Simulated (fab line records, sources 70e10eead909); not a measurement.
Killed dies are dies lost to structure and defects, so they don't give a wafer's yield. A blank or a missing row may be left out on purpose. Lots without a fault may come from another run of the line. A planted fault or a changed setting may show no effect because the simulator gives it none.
fab line records | flow nand_harc
record lots=12 wafers=36 last_day=33
route steps=1302 shown A_CONTACT@1003 END@1302
lots that met no fault: from a run of the same line without faults
start_h: hours from the record's first day to the start of the lot's first wafer shown | wait_h: hours since the lot's step before | " the same as in the row above | L1.1+2: a row that stands for several wafers | - no value, or no start given | * or withheld: withheld | < > ~ a bound
route shown NAME@n: a module of which the file shows steps, and the number in the route of the first | usual: mean/standard deviation of fault-free wafers | same: alike in all rows | chamber/n: place in a boat | sites: the reading at each site | _std_site: their standard deviation | _edge_site: outer sites' mean less inner sites' | radius_mm: how far each site lies from the wafer's centre | mask NAME#n: copy n | behind: the tool/chamber that last shaped the wafer | hold: why the lot was held/for how many hours/how that ended | device: the transistor (n, p or np) that didn't switch | end of line: the same wafers' tests at the end of the route | a step without rows: its recipe alone | killed: dies lost to structure and defects at the first sort, not the wafer's yield | map: a wafer's dies, x killed, . not, _ none there
set.NAME: the setting as run; set.NAME@STEP: as run at that earlier step | model.NAME: the simulator's own value behind a step, which no gauge read
steps of the route over a sample of lots; a table a step, a row a wafer
services: from which hour (start_h, from the record's first day; less than 0 if before it) a tool's chamber was out of use, for how many hours, and why
## steps
# step NHARC_A_CONTACT_ETCH_50
# recipe target_depth_a=1210 time_s=60.5 cf4_flow_sccm=100 chf3_flow_sccm=30 ar_flow_sccm=0 rf_w=500 bias_w=200 chemistry=CF4/CHF3
# usual bias_w=200.0/0.6 cf4_flow_sccm=100.0/0.34 chamber_pressure_mTorr=25.000/0.023 drypump_motor_current_A=5.7/0.46 oes_product_au=0.948/0.021 rf_vpp_V=370.8/2.8 showerhead_plenum_p_Torr=1.58/0.08 throttle_valve_pct=16.802/0.0084
# same time_s=60.5
# columns lot.wafer tool chamber start_h wait_h bias_w cf4_flow_sccm chamber_pressure_mTorr drypump_motor_current_A oes_product_au rf_hours_counter_h rf_vpp_V showerhead_plenum_p_Torr throttle_valve_pct
L457.1 rie_diel-02 2 - - 200.6 99.8 24.988 6.0 0.912 34 369.4 1.52 16.804
L457.3 " 0 " " 199.9 99.8 24.978 5.7 0.925 34 372.9 1.66 16.805
L457.5 " 2 " " 200.8 99.7 25.024 6.0 0.912 - 369.4 1.52 16.798
L459.1 rie_diel-06 3 - - 200.4 99.2 24.940 5.1 0.953 2 369.4 1.52 16.805
L459.3 " 2 " " 200.6 99.2 25.001 5.8 0.968 2 369.1 1.56 16.796
L459.4 " 0 " " 199.6 99.5 25.012 5.8 0.977 - 374.1 1.70 16.811
L462.3 rie_diel-02 2 - - 200.8 100.1 24.981 6.0 0.918 61 370.4 1.51 16.810
L462.5 " 3 " " 200.0 100.0 25.010 6.5 0.935 - 374.6 1.68 16.791
L462.6 " 0 " " 199.2 100.2 25.031 5.7 0.911 - 373.4 1.66 16.793
L465.1 rie_diel-09 3 - - 200.8 99.7 24.987 6.4 0.926 20 367.9 1.46 16.803
L465.4 " 0 " " 200.1 99.9 24.997 5.2 0.923 19 368.0 1.49 16.807
L465.5 " 2 " " 200.3 100.5 25.028 5.2 0.921 - 373.9 1.66 16.796
L464.3 rie_diel-09 3 - - 199.7 99.9 24.948 6.4 0.959 22 365.8 1.46 16.809
L464.2 " 0 " " 199.3 99.5 24.995 5.2 0.982 21 368.9 1.49 16.793
L464.6 " 3 " " 200.0 100.3 25.016 6.4 0.967 - 366.9 1.46 16.812
L466.1 rie_diel-09 0 - - 200.0 100.4 25.031 5.2 0.944 26 368.3 1.49 16.824
L466.3 " 2 " " 199.2 100.2 24.977 5.2 0.920 27 373.6 1.66 16.803
L466.5 " 3 " " 201.2 99.7 25.033 6.4 0.924 - 364.0 1.46 16.808
L468.3 rie_diel-06 0 - - 199.8 99.8 24.984 5.8 0.984 20 375.2 1.69 16.797
L468.2 " 2 " " 200.4 100.1 25.034 5.7 0.957 17 369.8 1.56 16.813
L468.6 " 0 " " 199.5 100.2 25.004 5.8 0.976 - 375.0 1.69 16.785
L472.3 rie_diel-02 2 - - 200.5 100.5 25.040 6.0 0.953 12 368.8 1.51 16.806
L472.6 " 3 " " 200.0 100.4 24.999 6.6 0.957 - 372.7 1.67 16.787
L472.5 " 0 " " 200.0 99.9 25.003 5.7 0.953 - 373.0 1.65 16.804
L473.1 rie_diel-06 1 - - 200.6 100.2 24.986 5.2 0.936 25 368.8 1.51 16.800
L473.4 " 2 " " 199.2 100.8 24.976 5.8 0.910 24 371.0 1.55 16.809
L473.2 " 3 " " 199.6 100.1 25.023 5.1 0.912 24 368.7 1.52 16.807
L471.3 rie_diel-09 3 - - 199.4 100.3 25.001 6.4 0.911 49 367.5 1.46 16.802
L471.1 " 0 " " 199.3 100.2 24.995 5.2 0.932 48 367.0 1.49 16.803
L471.5 " 2 " " 200.1 100.6 25.005 5.2 0.930 - 373.8 1.66 16.808
L477.1 rie_diel-06 0 - - 200.2 99.6 25.005 5.8 0.968 2 374.6 1.69 16.805
L477.4 " 1 " " 201.1 100.3 24.973 5.2 0.938 2 368.0 1.50 16.808
L477.5 " 0 " " 199.9 99.5 25.034 5.8 0.972 - 374.1 1.69 16.790
L480.4 rie_diel-02 1 - - 199.7 99.7 24.968 6.1 0.940 44 370.4 1.55 16.788
L480.3 " 2 " " 199.2 100.7 25.021 6.0 0.936 43 368.6 1.50 16.806
L480.1 " 3 " " 199.6 99.9 24.969 6.6 0.939 47 373.2 1.66 16.795
# step NHARC_A_CONTACT_ETCH_115
# recipe source_w=withheld pressure_mtorr=20 bias_v=3000 time_s=190 target_depth_a=18500 ar_flow_sccm=withheld c4f8_flow_sccm=withheld o2_flow_sccm=withheld chemistry=C4F8/O2/Ar
# usual chamber_pressure_mTorr=19.999/0.017 oes_air_line_au=1.003/0.021
# same time_s=190
# columns lot.wafer tool chamber start_h wait_h chamber_pressure_mTorr oes_air_line_au rf_hours_counter_h
L457.1 har_cap_etch-02 0 498.96 0.1 20.010 0.989 81
L457.3 " 0 " " 20.001 1.001 -
L457.5 " 1 " " 19.981 0.986 -
L459.1 har_cap_etch-03 0 509.99 0.1 20.011 0.987 42
L459.4 " 1 " " 20.005 0.976 -
L459.3 " 0 " " 20.015 0.986 -
L462.3 har_cap_etch-02 1 562.38 0.1 19.998 1.011 -
L462.5 " 0 " " 19.996 1.006 -
L462.6 " 1 " " 19.986 0.941 -
L465.1 har_cap_etch-01 0 564.67 0.1 20.011 0.992 8
L465.4 " 0 " " 19.975 1.006 -
L465.5 " 1 " " 19.999 0.996 -
L464.2 har_cap_etch-02 1 570.74 0.1 20.019 1.035 94
L464.3 " 0 " " 20.000 0.997 -
L464.6 " 0 " " 20.011 1.006 -
L466.1 har_cap_etch-01 1 585.68 0.1 19.983 0.980 12
L466.3 " 0 " " 19.981 1.065 -
L466.5 " 1 " " 20.017 1.011 -
L468.2 har_cap_etch-01 1 610.95 0.1 19.992 1.005 18
L468.3 " 0 " " 20.012 0.981 -
L468.6 " 1 " " 20.008 1.008 -
L472.3 har_cap_etch-01 1 634.68 0.1 20.022 0.975 -
L472.5 " 1 " " 19.987 0.974 -
L472.6 " 0 " " 19.988 0.973 -
L473.1 har_cap_etch-01 0 650.39 0.1 20.003 1.015 27
L473.2 " 1 " " 19.994 1.006 27
L473.4 " 0 " " 19.982 1.026 -
L471.1 har_cap_etch-03 0 659.22 0.1 20.027 1.039 69
L471.3 " 1 " " 19.992 1.023 -
L471.5 " 0 " " 19.996 1.028 -
L477.1 har_cap_etch-01 0 696.11 0.1 19.999 0.981 35
L477.4 " 0 " " 20.014 1.004 -
L477.5 " 0 " " 19.976 1.007 -
L480.1 har_cap_etch-02 1 722.93 0.1 20.029 1.030 120
L480.4 " 1 " " 20.002 1.046 -
L480.3 " 0 " " 19.963 0.980 -
# step NHARC_A_CONTACT_ETCH_120
# recipe source_w=withheld pressure_mtorr=20 bias_v=3000 time_s=190 target_depth_a=18500 ar_flow_sccm=withheld c4f8_flow_sccm=withheld o2_flow_sccm=withheld chemistry=C4F8/O2/Ar
# usual chamber_pressure_mTorr=20.000/0.018 oes_air_line_au=0.998/0.021
# same time_s=190
# columns lot.wafer tool chamber start_h wait_h chamber_pressure_mTorr oes_air_line_au rf_hours_counter_h
L457.1 har_cap_etch-02 0 499.81 0.1 20.001 0.985 82
L457.3 " 0 " " 20.047 1.005 -
L457.5 " 1 " " 19.968 0.998 -
L459.1 har_cap_etch-03 0 510.85 0.1 20.004 0.996 43
L459.4 " 1 " " 19.987 0.981 -
L459.3 " 0 " " 19.983 1.021 -
L462.3 har_cap_etch-02 1 563.23 0.1 20.003 0.999 -
L462.5 " 0 " " 19.998 0.988 -
L462.6 " 1 " " 20.004 1.017 -
L465.1 har_cap_etch-01 0 565.53 0.1 19.989 1.002 9
L465.4 " 0 " " 20.024 1.010 -
L465.5 " 1 " " 20.043 1.023 -
L464.2 har_cap_etch-02 1 571.60 0.1 19.994 1.005 95
L464.3 " 0 " " 19.983 0.955 -
L464.6 " 0 " " 19.987 0.959 -
L466.1 har_cap_etch-01 1 586.53 0.1 20.006 1.001 13
L466.3 " 0 " " 20.019 0.990 -
L466.5 " 1 " " 19.989 0.992 -
L468.2 har_cap_etch-01 1 611.80 0.1 19.998 0.990 19
L468.3 " 0 " " 20.001 0.956 -
L468.6 " 1 " " 19.994 0.991 -
L472.3 har_cap_etch-01 1 635.53 0.1 20.002 1.035 -
L472.5 " 1 " " 19.989 0.964 -
L472.6 " 0 " " 20.002 0.971 -
L473.1 har_cap_etch-01 0 651.25 0.1 20.035 1.023 27
L473.2 " 1 " " 19.966 1.001 27
L473.4 " 0 " " 19.984 1.033 -
L471.1 har_cap_etch-03 0 660.08 0.1 20.005 0.998 70
L471.3 " 1 " " 19.974 1.018 -
L471.5 " 0 " " 20.010 0.970 -
L477.1 har_cap_etch-01 0 696.96 0.1 20.034 1.021 35
L477.4 " 0 " " 19.993 1.006 -
L477.5 " 0 " " 19.982 0.995 -
L480.1 har_cap_etch-02 1 723.78 0.1 20.000 0.994 120
L480.4 " 1 " " 20.008 1.053 -
L480.3 " 0 " " 19.983 1.014 -
# step NHARC_A_CONTACT_ETCH_123
# recipe source_w=withheld pressure_mtorr=20 bias_v=400 time_s=490 target_depth_a=21100 ar_flow_sccm=withheld c4f8_flow_sccm=11.5 o2_flow_sccm=7.2 chemistry=C4F8/O2/Ar
# usual chamber_pressure_mTorr=20.002/0.019 oes_air_line_au=1.000/0.021 time_s=490/0
# columns lot.wafer tool chamber start_h wait_h chamber_pressure_mTorr oes_air_line_au rf_hours_counter_h time_s
L457.1 har_cap_etch-02 0 500.32 0.1 20.031 0.985 82 490
L457.3 " 0 " " 20.023 0.997 - 490
L457.5 " 1 " " 20.030 0.990 - 490
L459.1 har_cap_etch-03 0 511.42 0.2 19.996 0.978 43 490
L459.4 " 1 " " 19.984 1.027 - 490
L459.3 " 0 " " 20.000 0.993 - 490
L462.3 har_cap_etch-02 1 563.92 0.3 20.005 1.000 - 490
L462.5 " 0 " " 20.030 0.973 - 490
L462.6 " 1 " " 20.038 1.049 - 490
L465.1 har_cap_etch-01 0 566.05 0.1 19.992 0.998 10 490
L465.4 " 0 " " 19.992 0.994 - 490
L465.5 " 1 " " 20.006 0.991 - 490
L464.2 har_cap_etch-02 1 572.10 0.1 19.993 1.016 96 490
L464.3 " 0 " " 19.991 1.011 - 490
L464.6 " 0 " " 19.996 1.041 - 490
L466.1 har_cap_etch-01 1 587.09 0.2 20.011 0.990 14 490
L466.3 " 0 " " 19.995 1.011 - 490
L466.5 " 1 " " 20.013 0.969 - 490
L468.2 har_cap_etch-01 1 612.38 0.2 20.005 1.021 20 490
L468.3 " 0 " " 20.040 1.009 - 490
L468.6 " 1 " " 19.972 1.035 - 490
L472.3 har_cap_etch-01 1 636.16 0.3 - - - -
L472.5 " 1 " " - - - -
L472.6 " 0 " " - - - -
L473.1 har_cap_etch-01 0 651.76 0.1 - - - -
L473.2 " 1 " " - - - -
L473.4 " 0 " " - - - -
L471.1 har_cap_etch-03 0 660.59 0.1 - - - -
L471.3 " 1 " " - - - -
L471.5 " 0 " " - - - -
L477.1 har_cap_etch-01 0 697.47 0.1 20.001 1.026 36 490
L477.4 " 0 " " 20.014 1.009 - 490
L477.5 " 0 " " 19.981 1.008 - 490
L480.1 har_cap_etch-02 1 724.29 0.1 20.009 0.994 121 490
L480.4 " 1 " " 19.975 1.015 - 490
L480.3 " 0 " " 19.998 1.035 - 490
# step NHARC_END_SORT_01
# recipe temp_c=25
# usual killed_at_array=64/20 killed_at_other=0.7/1.1 killed_at_periphery=3.6/2.7 killed_dies=68/20 killed_open=2.8/1.9 killed_short=2.3/1.5
# same gross_dies=677
# columns lot.wafer tool chamber start_h wait_h killed_at_array killed_at_other killed_at_periphery killed_dies killed_open killed_short
L472.3 prober-02 0 705.67 3.1 670 1 6 677 6 5
L472.5 prober-02 0 707.29 3.7 674 0 3 677 2 5
L472.6 prober-02 0 708.10 4.0 674 0 3 677 1 3
L473.1 prober-01 0 725.65 2.5 671 0 6 677 4 0
L473.2 prober-01 0 726.44 2.8 674 0 3 677 0 2
L473.4 prober-01 0 728.03 3.4 667 1 9 677 5 1
L471.1 prober-02 0 730.63 2.5 674 1 2 677 9 2
L471.3 prober-02 0 732.24 3.1 677 0 0 677 1 1
L471.5 prober-02 0 733.85 3.7 676 0 1 677 3 6
# killed by level:class
L472.3 A_CONTACT:area_etch=568 A_CHANNEL_HOLE_D1:chamber_film_flake=39 A_SLIT:chamber_film_flake=29 A_CHANNEL_HOLE_D2:chamber_film_flake=16 P_GATE:chamber_film_flake=5 A_CONTACT:chamber_film_flake=4 A_STAIRCASE:chamber_film_flake=3 P_M1:geometric_particle:open=1
L472.5 A_CONTACT:area_etch=564 A_CHANNEL_HOLE_D1:chamber_film_flake=35 A_SLIT:chamber_film_flake=35 A_CHANNEL_HOLE_D2:chamber_film_flake=25 A_ZERO_WELL:chamber_film_flake=3 A_CONTACT:chamber_film_flake=3 A_CHANNEL_FILL_D1:geometric_particle:short=2 A_BLC:chamber_film_flake=2
L472.6 A_CONTACT:area_etch=582 A_CHANNEL_HOLE_D1:chamber_film_flake=33 A_SLIT:chamber_film_flake=28 A_CHANNEL_HOLE_D2:chamber_film_flake=22 A_CONTACT:chamber_film_flake=4 P_GATE:geometric_particle:short=1 A_CHANNEL_FILL_D1:geometric_particle:short=1 A_BLC:geometric_particle:short=1
L473.1 A_CONTACT:area_etch=590 A_CHANNEL_HOLE_D1:chamber_film_flake=39 A_SLIT:chamber_film_flake=32 A_CONTACT:chamber_film_flake=4 P_STI:chamber_film_flake=2 P_GATE:chamber_film_flake=2 A_STAIRCASE:chamber_film_flake=2 P_M0:geometric_particle:open=1
L473.2 A_CONTACT:area_etch=592 A_CHANNEL_HOLE_D1:chamber_film_flake=42 A_SLIT:chamber_film_flake=26 A_CONTACT:chamber_film_flake=6 A_STAIRCASE:chamber_film_flake=5 A_ONON_D1:geometric_particle:short=1 A_SGD_CUT:geometric_particle:short=1 P_STI:chamber_film_flake=1
L473.4 A_CONTACT:area_etch=589 A_CHANNEL_HOLE_D1:chamber_film_flake=37 A_SLIT:chamber_film_flake=30 A_CONTACT:chamber_film_flake=7 P_CONTACT:chamber_film_flake=5 P_STI:chamber_film_flake=2 P_M0:geometric_particle:open=1 A_CHANNEL_FILL_D1:geometric_particle:open=1
L471.1 A_CONTACT:area_etch=590 A_CHANNEL_HOLE_D1:chamber_film_flake=31 A_CHANNEL_HOLE_D2:chamber_film_flake=24 A_CONTACT:chamber_film_flake=7 A_SLIT:chamber_film_flake=6 A_STAIRCASE:chamber_film_flake=3 A_CHANNEL_FILL_D2:geometric_particle:open=2 A_WL_FILL:chamber_film_flake=2
L471.3 A_CONTACT:area_etch=609 A_CHANNEL_HOLE_D1:chamber_film_flake=27 A_CHANNEL_HOLE_D2:chamber_film_flake=25 A_CONTACT:chamber_film_flake=5 A_SLIT:chamber_film_flake=3 A_DECK1_JOINT:chamber_film_flake=3 A_STAIRCASE:chamber_film_flake=2 A_CHANNEL_FILL_D2:geometric_particle:open=1
L471.5 A_CONTACT:area_etch=593 A_CHANNEL_HOLE_D1:chamber_film_flake=39 A_CHANNEL_HOLE_D2:chamber_film_flake=25 A_SLIT:chamber_film_flake=7 A_ONON_D1:geometric_particle:short=2 A_CHANNEL_FILL_D2:geometric_particle:short=2 A_CONTACT:chamber_film_flake=2 P_M1:geometric_particle:open=1
## services
# columns tool chamber start_h hours kind
rie_diel-09 0 476.32 - clean
rie_diel-09 1 476.32 - clean
rie_diel-06 - 482.69 7.1 repair
har_cap_etch-02 - 495.80 0.8 repair
rie_diel-09 - 497.16 9.0 pm
har_cap_etch-01 - 497.88 17.0 pm
har_cap_etch-01 0 497.88 17.0 vent_cycle
har_cap_etch-01 1 497.88 17.0 vent_cycle
rie_diel-06 1 506.86 6.1 repair
har_cap_etch-01 0 514.88 - clean
har_cap_etch-01 1 514.88 - clean
har_cap_etch-03 - 549.22 1.5 repair
rie_diel-06 2 550.43 13.4 repair
rie_diel-06 - 559.49 0.5 repair
rie_diel-02 - 572.90 9.0 pm
rie_diel-06 - 600.79 1.0 repair
rie_diel-09 0 627.47 2.9 repair
rie_diel-02 - 642.04 1.2 repair
rie_diel-06 - 666.76 9.0 pm
rie_diel-09 - 674.21 9.0 pm
rie_diel-02 3 691.66 2.9 repair
rie_diel-02 - 707.07 0.2 repair
rie_diel-06 2 711.45 9.1 repair
rie_diel-09 1 720.68 1.7 repair
## key
first_sign step=NHARC_A_CONTACT_ETCH_123 reading=tool_record direction=missing
effect step=NHARC_END_SORT_01 reading=killed_dies direction=up sigmas=31 usual=68 struck=677
more_kills_born_at NHARC_A_CONTACT_ETCH_123@har_cap_etch-01=3485 NHARC_A_CONTACT_ETCH_123@har_cap_etch-03=1791
met_at NHARC_A_CONTACT_ETCH_123
struck_lots L471,L472,L473
later_rows_left_out L471.1,L471.3,L471.5,L472.3,L472.5,L472.6,L473.1,L473.2,L473.4
tester_left_out L471,L472,L473
not_acting_at NHARC_A_CONTACT_ETCH_50,NHARC_A_CONTACT_ETCH_115,NHARC_A_CONTACT_ETCH_120
onset_between 612.38 636.16
fault kind=skipped_step_whole tool=har_cap_etch-01,har_cap_etch-03 chamber=- onset_h=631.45 steps=NHARC_A_CONTACT_ETCH_123 scope=struck_lots_only
# tester_left_out: of these lots the tester's yield and bins aren't shown, on N5 and GAA mostly nor the transistor test; their killed dies are dies lost to structure and defects alone, not to doping, threshold or leakage, so they don't give the yield
# later_rows_left_out: the simulator's readings of these wafers behind a module that went badly wrong aren't trusted and aren't shown, but for the sort
